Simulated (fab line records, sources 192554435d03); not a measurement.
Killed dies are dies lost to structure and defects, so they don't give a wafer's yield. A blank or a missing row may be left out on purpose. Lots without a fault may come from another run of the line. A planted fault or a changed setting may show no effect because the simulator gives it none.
fab line records | flow n5_finfet
record lots=7 wafers=21
route steps=1938 shown BEOL_M10@1513 BEOL_M12@1649 BEOL_M13@1659 BEOL_M14@1753
start_h: hours from the record's first day to the start of the lot's first wafer shown | wait_h: hours since the lot's step before | " the same as in the row above | L1.1+2: a row that stands for several wafers | - no value, or no start given | * or withheld: withheld | < > ~ a bound
route shown NAME@n: a module of which the file shows steps, and the number in the route of the first | usual: mean/standard deviation of fault-free wafers | same: alike in all rows | chamber/n: place in a boat | sites: the reading at each site | _std_site: their standard deviation | _edge_site: outer sites' mean less inner sites' | radius_mm: how far each site lies from the wafer's centre | mask NAME#n: copy n | behind: the tool/chamber that last shaped the wafer | hold: why the lot was held/for how many hours/how that ended | device: the transistor (n, p or np) that didn't switch | end of line: the same wafers' tests at the end of the route | a step without rows: its recipe alone | killed: dies lost to structure and defects at the first sort, not the wafer's yield | map: a wafer's dies, x killed, . not, _ none there
set.NAME: the setting as run; set.NAME@STEP: as run at that earlier step | model.NAME: the simulator's own value behind a step, which no gauge read
lots whose settings were changed on purpose; a table a step, a row a wafer
## steps
# step N5_BEOL_M10_ETCH_41
# recipe chemistry=CH3F/O2 target=SiCN target_depth_a=426 taper_deg=2 time_s=86 ion_energy_ev=120 mask_material=TiN pressure_mtorr=30 source_w=395 bias_w=75 Ar_flow_sccm=150 CH3F_flow_sccm=30 O2_flow_sccm=20
# usual rf_vpp_V=297.6/1.5
# columns lot.wafer tool chamber start_h wait_h set.source_w rf_vpp_V model.etch.depth_nm
L076.1 rie_diel-02 3 - - 395 296.2 32.51
L076.3 " 0 " " 336 314.4 30.66
L076.6 " 1 " " 336 311.3 30.82
L078.2 rie_diel-01 0 - - 395 297.4 33.27
L078.3 " 1 " " 395 297.4 33.33
L078.6 " 2 " " 395 296.7 32.99
L080.1 rie_diel-03 3 - - 395 297.2 33.02
L080.5 " 2 " " 395 296.1 32.11
L080.6 " 3 " " 373.2 301.6 32.44
L085.1 rie_diel-01 0 - - 395 299.1 32.73
L085.2 " 3 " " 344.3 313.6 31.03
L085.4 " 2 " " 344.3 311.3 30.89
L086.1 rie_diel-03 0 - - 395 297.0 32.62
L086.4 " 3 " " 442.1 285.3 34.49
L086.6 " 1 " " 395 299.1 32.86
L093.2 rie_diel-03 3 - - 365.1 303.6 31.92
L093.5 " 0 " " 395 295.9 32.6
L093.6 " 3 " " 365.1 303.4 32.14
L094.1 rie_diel-02 2 - - 413.3 293.9 33.42
L094.4 " 1 " " 413.3 295.5 33.14
L094.6 " 3 " " 395 295.1 32.58
# step N5_BEOL_M10_STRIP_77
# recipe chemistry=N2/H2 time_s=10 power_w=450 temp_c=40 pressure_mtorr=20 rf_frequency_hz=6e+07 bias_power_w=7 n2_flow_sccm=200 h2_flow_sccm=200
# step N5_BEOL_M10_OCD_MEAS_38
# usual trench_depth_nm=149.2/1.4
# columns lot.wafer tool chamber start_h wait_h set.source_w@BEOL_M10_TRENCH_ETCH_37 trench_depth_nm
L076.1 ocd-01 - 220.92 - 345 148.7
L076.3 " - " " 345 151.3
L076.6 " - " " 305.1 141.8
L078.2 ocd-01 - 232.21 - 345 152.0
L078.3 " - " " 345 151.6
L078.6 " - " " 345 148.9
L080.1 ocd-02 - 243.16 - 390 158.6
L080.5 " - " " 390 155.9
L080.6 " - " " 345 152.2
L085.1 ocd-02 - 281.19 - 345 151.8
L085.2 " - " " 345 148.3
L085.4 " - " " 326.5 146.9
L086.1 ocd-02 - 281.27 - 294 140.3
L086.4 " - " " 294 143.4
L086.6 " - " " 345 148.0
L093.2 ocd-01 - 326.91 - 345 149.9
L093.5 " - " " 366.9 152.1
L093.6 " - " " 366.9 154.3
L094.1 ocd-01 - 337.69 - 345 148.3
L094.4 " - " " 401.8 157.8
L094.6 " - " " 401.8 156.7
# step N5_BEOL_M10_HM_STRIP_39
# recipe chemistry=peroxide_tin_strip material=TiN target_depth_a=250 temp_c=50 time_s=158
# step N5_BEOL_M10_SRD_40
# recipe time_s=30 temp_c=23 rinse_liquid=diw dry=ipa_marangoni
# step N5_BEOL_M10_ECD_50
# recipe material=Cu target_thk_a=3180
# step N5_BEOL_M10_ANNEAL_51
# recipe temp_c=225 time_s=90 ambient=N2
# step N5_BEOL_M10_CMP_52
# recipe stop_on=SiCOH_lowk t_overpolish_s=7 down_force_psi=1 platen_rpm=50 clearing_platen_down_force_psi=1.5 clearing_platen_rpm=50 post_cmp_clean=cu_alkaline target_thk_nm=140 clearing_platen_pad_velocity_m_s=0.99484 pad_velocity_m_s=0.99484
# columns lot.wafer tool chamber start_h wait_h set.source_w@BEOL_M10_TRENCH_ETCH_37 model.Cu_of_BEOL_M10_ECD_50.thk_nm
L076.3 cmp-02 1 223.29 0.2 345 141.2
L076.1 " 3 " " 345 139.2
L076.6 " 1 " " 305.1 130.8
L078.3 cmp-04 2 234.63 0.2 345 142.2
L078.2 " 0 " " 345 142.8
L078.6 " 3 " " 345 140
L080.1 cmp-03 3 245.55 0.4 390 148
L080.6 " 0 " " 345 142.2
L080.5 " 1 " " 390 144.8
L085.1 cmp-04 0 283.66 0.5 345 143.6
L085.4 " 1 " " 326.5 137.4
L085.2 " 2 " " 345 140.4
L086.4 cmp-04 3 284.14 0.2 294 133.8
L086.1 " 0 " " 294 131.8
L086.6 " 2 " " 345 139
L093.2 cmp-03 1 328.99 0.3 345 140.6
L093.6 " 3 " " 366.9 144
L093.5 " 0 " " 366.9 142.2
L094.1 cmp-03 2 340.67 0.3 345 137.2
L094.4 " 0 " " 401.8 148.6
L094.6 " 3 " " 401.8 146.6
# step N5_BEOL_M10_THK_MEAS_53
# recipe thk_meas_gauge=xrf reads=Cu_of_BEOL_M10_ECD_50
# usual M10_THK=138.0/1.6
# columns lot.wafer tool chamber start_h wait_h set.source_w@BEOL_M10_TRENCH_ETCH_37 M10_THK[nm]
L076.1 film_metro-02 - 223.59 - 345 137.1
L076.3 " - " " 345 138.6
L076.6 " - " " 305.1 128.4
L078.2 film_metro-01 - 234.92 - 345 141.2
L078.3 " - " " 345 140.8
L078.6 " - " " 345 138.2
L080.1 film_metro-02 - 245.73 - 390 145.4
L080.5 " - " " 390 142.2
L080.6 " - " " 345 139.4
L085.1 film_metro-02 - 283.92 - 345 141.1
L085.2 " - " " 345 137.8
L085.4 " - " " 326.5 135.3
L086.1 film_metro-02 - 284.36 - 294 129.9
L086.4 " - " " 294 132.4
L086.6 " - " " 345 137.8
L093.2 film_metro-01 - 329.21 - 345 138.8
L093.5 " - " " 366.9 140.1
L093.6 " - " " 366.9 141.7
L094.1 film_metro-02 - 340.96 - 345 134.8
L094.4 " - " " 401.8 145.9
L094.6 " - " " 401.8 144.5
# step N5_BEOL_M10_PRE_CLEAN_55
# recipe gas=NH3 time_s=15 temp_c=withheld rf_power_w=300
# step N5_BEOL_M10_DEP_56
# recipe material=SiCN target_thk_a=150 temp_c=withheld precursor=3MS/NH3 pressure_torr=3 rf_w=202 time_s=26.5
# step N5_BEOL_M10_RS_MEAS_57
# recipe thk_meas_gauge=four-point-probe reads=Cu_of_BEOL_M10_ECD_50+Co_of_BEOL_M10_CVD_75+TaN_of_BEOL_M10_ALD_74
# usual M10_RS=0.1509/0.0017
# columns lot.wafer tool chamber start_h wait_h set.source_w@BEOL_M10_TRENCH_ETCH_37 M10_RS[ohm/sq]
L076.1 film_metro-01 - 223.72 0.1 345 0.1520
L076.3 " - " " 345 0.1496
L076.6 " - " " 305.1 0.1625
L078.2 film_metro-02 - 235.06 0.1 345 0.1474
L078.3 " - " " 345 0.1478
L078.6 " - " " 345 0.1507
L080.1 film_metro-02 - 245.87 0.1 390 0.1420
L080.5 " - " " 390 0.1450
L080.6 " - " " 345 0.1480
L085.1 film_metro-02 - 284.05 0.1 345 0.1465
L085.2 " - " " 345 0.1506
L085.4 " - " " 326.5 0.1539
L086.1 film_metro-02 - 284.50 0.1 294 0.1612
L086.4 " - " " 294 0.1583
L086.6 " - " " 345 0.1517
L093.2 film_metro-01 - 329.35 0.1 345 0.1501
L093.5 " - " " 366.9 0.1481
L093.6 " - " " 366.9 0.1459
L094.1 film_metro-02 - 341.10 0.1 345 0.1543
L094.4 " - " " 401.8 0.1412
L094.6 " - " " 401.8 0.1431
# step N5_BEOL_M12_SPUTTER_44
# recipe material=Ta target_thk_a=100 temp_c=50 bias_v=80 power_w=15000 chamber_pressure_pa=0.07 time_s=16.13
# columns lot.wafer tool chamber start_h wait_h set.time_s model.Ta_of_BEOL_M12_SPUTTER_44.thk_nm
L076.1 pvd_sputter-02 - 233.81 0.0 16.13 9.8
L076.3 " - " " 16.13 10
L076.6 " - " " 17.91 11
L078.2+3+6 pvd_sputter-03 - 247.90 0.0 16.13 10
L080.1 pvd_sputter-01 - 258.58 0.0 16.13 10.2
L080.5+6 " - " " 15.26 9.6
L085.1 pvd_sputter-03 - 297.17 0.0 16.13 10.2
L085.2 " - " " 16.13 10
L085.4 " - " " 18 11.2
L086.1 pvd_sputter-02 - 298.04 0.0 16.13 10
L086.4+6 " - " " 14.33 8.8
L093.2 pvd_sputter-01 - 341.04 0.0 17.03 10.6
L093.5 " - " " 17.03 10.4
L093.6 " - " " 16.13 9.8
L094.1+6 pvd_sputter-02 - 352.35 0.0 16.13 10
L094.4 " - " " 16.13 10.2
# step N5_BEOL_M13_ILD_DEP_00
# recipe material=SiOC target_thk_a=8379.2 temp_c=350 precursor=DEMS/O2 pressure_torr=5 rf_w=500 time_s=166.4
# columns lot.wafer tool chamber start_h wait_h set.time_s model.SiOC_of_BEOL_M13_ILD_DEP_00.thk_nm
L076.1 pecvd-01 0 234.93 0.0 179.5 896.2
L076.3 " 1 " " 179.5 907.8
L076.6 " 0 " " 179.5 909.6
L078.2 pecvd-01 0 249.05 0.0 166.4 834.6
L078.3 " 0 " " 166.4 851
L078.6 " 1 " " 166.4 834.8
L080.1 pecvd-01 0 259.81 0.0 166.4 830.4
L080.5 " 1 " " 181.2 907.2
L080.6 " 0 " " 166.4 848.2
L085.1 pecvd-03 0 298.29 0.0 173.6 870.8
L085.2 " 1 " " 166.4 832.4
L085.4 " 0 " " 173.6 890.4
L086.1 pecvd-02 1 299.16 0.0 166.4 837.4
L086.4 " 2 " " 166.4 844.4
L086.6 " 1 " " 166.4 846
L093.2 pecvd-02 0 342.16 0.0 187 930.8
L093.5 " 0 " " 166.4 835.2
L093.6 " 2 " " 187 934.4
L094.1 pecvd-03 0 353.93 0.0 190.5 952
L094.4 " 2 " " 166.4 844.4
L094.6 " 1 " " 166.4 836.4
# step N5_BEOL_M13_THK_MEAS_01
# recipe reads=SiOC_of_BEOL_M13_ILD_DEP_00
# usual M13_ILD_THK=837/10
# columns lot.wafer tool chamber start_h wait_h set.time_s@BEOL_M13_ILD_DEP_00 M13_ILD_THK[nm]
L076.1 film_metro-01 - 235.14 0.2 179.5 896
L076.3 " - " " 179.5 908
L076.6 " - " " 179.5 909
L078.2 film_metro-01 - 249.26 0.2 166.4 835
L078.3 " - " " 166.4 851
L078.6 " - " " 166.4 835
L080.1 film_metro-02 - 259.96 0.1 166.4 830
L080.5 " - " " 181.2 907
L080.6 " - " " 166.4 848
L085.1 film_metro-01 - 298.45 0.1 173.6 870
L085.2 " - " " 166.4 832
L085.4 " - " " 173.6 891
L086.1 film_metro-01 - 299.32 0.1 166.4 837
L086.4 " - " " 166.4 845
L086.6 " - " " 166.4 846
L093.2 film_metro-01 - 342.31 0.1 187 931
L093.5 " - " " 166.4 835
L093.6 " - " " 187 934
L094.1 film_metro-01 - 354.08 0.1 190.5 952
L094.4 " - " " 166.4 844
L094.6 " - " " 166.4 837
# step N5_BEOL_M13_COAT_58
# recipe resist=BARC temp_c=205 time_s=60 spin_rpm=1500 resist_thk_nm=89
# step N5_BEOL_M13_COAT_04
# recipe spin_rpm=1625 resist_thk_nm=400
# step N5_BEOL_M13_DESCUM_15
# recipe chemistry=O2 time_s=7.9 source_power_w=50 bias_power_w=20 pressure_mtorr=20 rf_frequency_hz=2.712e+07 temp_c=40 o2_flow_sccm=225
# step N5_BEOL_M13_ETCH_59
# recipe chemistry=N2/H2 target=BARC target_depth_a=890 overetch_a=267 time_s=67.9 ion_energy_ev=200 pressure_mtorr=30 source_w=840 bias_w=150 n2_flow_sccm=200 h2_flow_sccm=200
# step N5_BEOL_M13_VIA_ETCH_16
# recipe chemistry=C4F8/O2/Ar target=SiOC pressure_mtorr=30 source_w=3000 bias_w=700 Ar_flow_sccm=400 C4F8_flow_sccm=15 O2_flow_sccm=8 he_inner_torr=15 he_outer_torr=30 target_depth_a=9217 time_s=withheld ion_energy_ev=250 ends=cleared
# columns lot.wafer tool chamber start_h wait_h set.time_s@BEOL_M13_ILD_DEP_00 model.etch.depth_nm model.coat_of_BEOL_M13_COAT_04.thk_nm
L076.1 rie_diel-06 3 235.74 0.0 * 896.2 54
L076.3 " 1 " " * 907.8 50.6
L076.6 " 3 " " * 909.7 49
L078.2 rie_diel-05 1 249.74 0.0 * 834.5 71.4
L078.3 " 3 " " * 851 66.6
L078.6 " 3 " " * 834.7 71.2
L080.1 rie_diel-06 2 260.56 0.0 * 830.3 73.2
L080.5 " 3 " " * 907.2 51.2
L080.6 " 0 " " * 848.2 65.8
L085.1 rie_diel-06 2 299.08 0.0 * 870.9 62.2
L085.2 " 1 " " * 832.5 75.4
L085.4 " 3 " " * 890.5 55.6
L086.1 rie_diel-05 1 299.79 0.0 * 837.3 71.8
L086.4 " 2 " " * 844.4 70.6
L086.6 " 3 " " * 846.1 70
L093.2 rie_diel-06 3 342.79 0.0 * 930.8 44.2
L093.5 " 0 " " * 835.2 70.6
L093.6 " 3 " " * 934.4 43.6
L094.1 rie_diel-05 1 354.68 0.0 * 952 35.8
L094.4 " 0 " " * 844.5 70.4
L094.6 " 3 " " * 836.4 70
# step N5_BEOL_M13_STRIP_63
# recipe chemistry=N2/H2 power_w=1000 temp_c=250 h2_frac=0.65 overash_fraction=0.3 pressure_mtorr=1000 n2_flow_sccm=1750 h2_flow_sccm=3250
# usual oes_product_au=0.674/0.0051 strip_time_to_endpoint_s=28.0/1
# columns lot.wafer tool chamber start_h wait_h set.time_s@BEOL_M13_ILD_DEP_00 oes_product_au strip_time_to_endpoint_s
L076.1 plasma_asher-02 0 235.98 - 179.5 0.666 22.9
L076.3 " 1 " " 179.5 0.663 21.8
L076.6 " 0 " " 179.5 0.665 21.3
L078.2 plasma_asher-01 0 249.97 - 166.4 0.671 28.1
L078.3 " 0 " " 166.4 0.669 26.6
L078.6 " 1 " " 166.4 0.676 28.0
L080.1 plasma_asher-01 0 260.80 - 166.4 0.670 28.6
L080.5 " 1 " " 181.2 0.664 22.0
L080.6 " 0 " " 166.4 0.680 26.4
L085.1 plasma_asher-02 1 299.31 - 173.6 0.671 25.4
L085.2 " 0 " " 166.4 0.682 29.2
L085.4 " 1 " " 173.6 0.664 23.3
L086.1 plasma_asher-02 1 300.03 - 166.4 0.671 28.2
L086.4 " 1 " " 166.4 0.677 27.8
L086.6 " 1 " " 166.4 0.669 27.7
L093.2 plasma_asher-01 1 343.02 - 187 0.651 19.7
L093.5 " 0 " " 166.4 0.670 27.8
L093.6 " 1 " " 187 0.653 19.6
L094.1 plasma_asher-02 1 354.92 - 190.5 0.650 17.0
L094.4 " 0 " " 166.4 0.670 27.8
L094.6 " 1 " " 166.4 0.671 27.7
# step N5_BEOL_M13_STRIP_64
# recipe chemistry=N2/H2 power_w=1000 temp_c=250 h2_frac=0.65 overash_fraction=0.3 pressure_mtorr=withheld n2_flow_sccm=1750 h2_flow_sccm=3250
# step N5_BEOL_M13_STRIP_71
# recipe chemistry=post_etch_residue_remover time_s=60 temp_c=25 remover_ph=withheld remover_water_wt_pct=withheld remover_fluoride_wt_pct=withheld
# step N5_BEOL_M13_STRIP_37
# recipe chemistry=N2/H2 power_w=1000 temp_c=250 h2_frac=0.65 overash_fraction=0.3 pressure_mtorr=withheld n2_flow_sccm=1750 h2_flow_sccm=3250
# step N5_BEOL_M13_ETCH_38
# recipe chemistry=CF4/N2 target=SiCN target_depth_a=675 taper_deg=2 time_s=71.9 ion_energy_ev=150 mask_material=SiO2 pressure_mtorr=40 source_w=430 bias_w=70 Ar_flow_sccm=100 cf4_flow_sccm=60 n2_flow_sccm=60
# columns lot.wafer tool chamber start_h wait_h set.time_s@BEOL_M13_ILD_DEP_00 model.SiOC_of_BEOL_M13_ILD_DEP_00.thk_nm
L076.1 rie_diel-06 2 238.22 - 179.5 848.8
L076.3 " 3 " " 179.5 859.8
L076.6 " 0 " " 179.5 860.2
L078.2 rie_diel-04 2 251.55 - 166.4 785.2
L078.3 " 0 " " 166.4 801.4
L078.6 " 2 " " 166.4 785.6
L080.1 rie_diel-06 2 262.53 - 166.4 782.6
L080.5 " 3 " " 181.2 859.2
L080.6 " 0 " " 166.4 798.4
L085.1 rie_diel-06 0 300.91 - 173.6 821.4
L085.2 " 3 " " 166.4 784.6
L085.4 " 2 " " 173.6 843
L086.1 rie_diel-05 3 301.53 - 166.4 789.2
L086.4 " 1 " " 166.4 795.4
L086.6 " 3 " " 166.4 798.2
L093.2 rie_diel-05 0 344.52 - 187 884.4
L093.5 " 1 " " 166.4 786.6
L093.6 " 0 " " 187 888.4
L094.1 rie_diel-05 3 360.43 - 190.5 904.2
L094.4 " 1 " " 166.4 796.2
L094.6 " 1 " " 166.4 788
# step N5_BEOL_M14_TRENCH_ETCH_34
# recipe chemistry=C4F8/O2/Ar target=SiO2 target_depth_a=5566.5 mask_material=SOC he_inner_torr=15 he_outer_torr=30 time_s=126.9 ion_energy_ev=800 pressure_mtorr=20 source_w=1905 bias_w=2040 Ar_flow_sccm=400 C4F8_flow_sccm=16 O2_flow_sccm=12
# columns lot.wafer tool chamber start_h wait_h set.time_s model.etch.depth_nm
L076.1 rie_diel-01 1 242.33 0.0 117.6 524.9
L076.3 " 3 " " 126.9 569.4
L076.6 " 2 " " 126.9 566.9
L078.2 rie_diel-03 0 255.32 0.0 126.9 553.7
L078.3 " 1 " " 126.9 560.4
L078.6 " 0 " " 126.9 553.1
L080.1 rie_diel-03 1 267.29 0.0 126.9 562.3
L080.5 " 1 " " 148 659.5
L080.6 " 2 " " 126.9 564.7
L085.1 rie_diel-03 0 305.11 0.0 126.9 552
L085.2 " 3 " " 148.9 662.5
L085.4 " 3 " " 148.9 661.8
L086.1 rie_diel-03 2 306.15 0.0 141.8 613.9
L086.4 " 0 " " 141.8 616.1
L086.6 " 2 " " 126.9 546.2
L093.2 rie_diel-02 3 348.78 0.0 126.9 549.6
L093.5 " 0 " " 109.4 481.9
L093.6 " 3 " " 109.4 469.4
L094.1 rie_diel-02 2 365.39 0.0 126.9 558
L094.4 " 0 " " 126.9 560.4
L094.6 " 3 " " 126.9 550.7
# step N5_BEOL_M14_STRIP_70
# recipe chemistry=C4F8/O2/Ar resist=SiARC rf_frequency_hz=6e+07
# step N5_BEOL_M14_OCD_MEAS_35
# usual trench_depth_nm=559/8
# columns lot.wafer tool chamber start_h wait_h set.time_s@BEOL_M14_TRENCH_ETCH_34 trench_depth_nm
L076.1 ocd-02 - 242.49 0.0 117.6 525
L076.3 " - " " 126.9 569
L076.6 " - " " 126.9 566
L078.2 ocd-01 - 255.47 0.0 126.9 553
L078.3 " - " " 126.9 560
L078.6 " - " " 126.9 553
L080.1 ocd-01 - 267.45 0.0 126.9 563
L080.5 " - " " 148 659
L080.6 " - " " 126.9 565
L085.1 ocd-01 - 305.27 0.0 126.9 552
L085.2 " - " " 148.9 663
L085.4 " - " " 148.9 662
L086.1 ocd-01 - 306.30 0.0 141.8 614
L086.4 " - " " 141.8 616
L086.6 " - " " 126.9 546
L093.2 ocd-02 - 348.93 0.0 126.9 550
L093.5 " - " " 109.4 482
L093.6 " - " " 109.4 469
L094.1 ocd-01 - 365.55 0.0 126.9 558
L094.4 " - " " 126.9 560
L094.6 " - " " 126.9 551
## key
split step=N5_BEOL_M10_ETCH_41 setting=source_w stated=395 by=wafer
response step=N5_BEOL_M10_ETCH_41 reading=rf_vpp_V change=-1.03 per=1% r=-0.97
response step=N5_BEOL_M10_ETCH_41 reading=model.etch.depth_nm change=+0.122 per=1% r=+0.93
split step=N5_BEOL_M12_SPUTTER_44 setting=time_s stated=16.13 by=wafer
response step=N5_BEOL_M12_SPUTTER_44 reading=model.Ta_of_BEOL_M12_SPUTTER_44.thk_nm change=+0.103 per=1% r=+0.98
split step=N5_BEOL_M13_ILD_DEP_00 setting=time_s stated=166.4 by=wafer
response step=N5_BEOL_M13_ILD_DEP_00 reading=model.SiOC_of_BEOL_M13_ILD_DEP_00.thk_nm change=+7.89 per=1% r=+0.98
response step=N5_BEOL_M13_THK_MEAS_01 reading=M13_ILD_THK change=+7.88 per=1% r=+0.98
response step=N5_BEOL_M13_VIA_ETCH_16 reading=model.etch.depth_nm change=+7.89 per=1% r=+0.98
response step=N5_BEOL_M13_VIA_ETCH_16 reading=model.coat_of_BEOL_M13_COAT_04.thk_nm change=-2.31 per=1% r=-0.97
response step=N5_BEOL_M13_STRIP_63 reading=oes_product_au change=-0.0015 per=1% r=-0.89
response step=N5_BEOL_M13_STRIP_63 reading=strip_time_to_endpoint_s change=* per=1% r=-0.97
response step=N5_BEOL_M13_ETCH_38 reading=model.SiOC_of_BEOL_M13_ILD_DEP_00.thk_nm change=+7.98 per=1% r=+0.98
split step=N5_BEOL_M14_TRENCH_ETCH_34 setting=time_s stated=126.9 by=wafer
response step=N5_BEOL_M14_TRENCH_ETCH_34 reading=model.etch.depth_nm change=+5.89 per=1% r=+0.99
response step=N5_BEOL_M14_OCD_MEAS_35 reading=trench_depth_nm change=+5.9 per=1% r=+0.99
split outside_this_file step=N5_BEOL_M10_TRENCH_ETCH_37 setting=source_w
# split outside_this_file: this setting was split too, and the file shows its column; the key of that split is in another file
